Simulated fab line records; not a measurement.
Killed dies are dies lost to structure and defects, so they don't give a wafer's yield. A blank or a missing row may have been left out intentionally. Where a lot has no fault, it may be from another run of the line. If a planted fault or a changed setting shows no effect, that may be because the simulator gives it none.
Problem report in the 8D (eight disciplines) form, filled by code	flow n5 finfet	the parts of the form that need people (team, actions taken, sign-off) are left out

## 1. PROBLEM STATEMENT
Mean of killed_at_M4_up at N5_PASSIVATION_PROBE_49: 108 across 9 wafers in 3 lots; on wafers with no fault it is 13 (standard deviation 5.4). That is +18 standard deviations from the usual mean.
First seen on wafer L644.2, day 13 14:02, on prober-01. The record has a number at this step for 9 wafers belonging to 3 lots. Rule for "out", or "out of limits": more than 4 standard deviations from the usual mean. All remaining wafers that have a number are taken as sound.

## 2. WHAT IT IS; WHAT IT IS NOT
question	is	is not
which readings at this step	killed_at_M4_up	killed_at_M0_to_M3, killed at contacts, killed at other, killed open, sort_bin_4_leakage, sort_bin_6_memory
which lots	L644, L646, L647	-
which wafers of those lots	all that have a number	-
read on which tools	prober-01	-
when	from day 13 14:02	up to then (0 sound wafers)

## 3. SUSPECTS, AND WHAT RULES EACH OUT
Counting: a tool stays on the suspect list if, at a process step up to the reading, it processed all lots that are out and no sound lot following the first of them.
- ald metal-02 at N5_BEOL_M10_ALD_74 (deposits TaN, target thk 2 nm, pulse time 2 s, purge time 3 s): kept. It ran every lot that is out, first L644 (day 11 18:09), and no sound lot after that.
- prober-01 at N5_PASSIVATION_PROBE_49: kept. It ran every lot that is out, first L644 (day 13 14:02), and no sound lot after that. Its own readings are out on those wafers: killed_at_M4_up.
After counting, ald metal-02 at N5_BEOL_M10_ALD_74 and prober-01 at N5_PASSIVATION_PROBE_49 remain.

## 4. THE CAUSE (what the simulator had put in)
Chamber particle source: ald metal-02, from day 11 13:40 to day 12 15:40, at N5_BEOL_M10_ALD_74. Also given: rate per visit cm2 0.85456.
This tool is one of the 2 suspects left after counting.

## 5. THE CHAIN OF EFFECTS, in route order
Rows list readings where the struck wafers' mean (over those with a number) sits beyond 3 standard deviations from the usual. Only readings whose record carries a usual standard deviation are examined. hours: median over the lots of the time between each lot's start at the first step of this table that gives one and its start at this step. sigmas: the change, counted in usual standard deviations.
hours	step	reading	usual	on struck wafers	change	sigmas
0	N5_PASSIVATION_PROBE_49	defect limited yield	91.1 %	84.0	-7.1	-5.5
0	N5_PASSIVATION_PROBE_49	killed_at_M4_up	13	108	+95	+18
0	N5_PASSIVATION_PROBE_49	killed dies	106	189	+83	+5.5
0	N5_PASSIVATION_PROBE_49	sort_bin_5_function	5.2 %	10.1	+4.9	+5.7
0	N5_PASSIVATION_PROBE_49	sort n pass	1074	991	-83	-5.5
0	N5_PASSIVATION_PROBE_49	sort yield pct	91.0 %	84.0	-7.0	-5.4
The process steps in it:
- N5_PASSIVATION_PROBE_49

## 6. WHAT WOULD HAVE CAUGHT IT SOONER
The fault began at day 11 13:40; the first out-of-limits reading in this record came at day 13 14:02, 48 hours later.
Tool readings at N5_BEOL_M10_ALD_74 with a usual standard deviation given in the record: none out on any struck wafer, hence no alarm at a limit of 4 standard deviations on them.
Each of the lots that are out, 3 in all, had begun N5_BEOL_M10_ALD_74 on ald metal-02 no later than day 13 14:02. Had the tool been put on hold then, not one of them would have been saved.
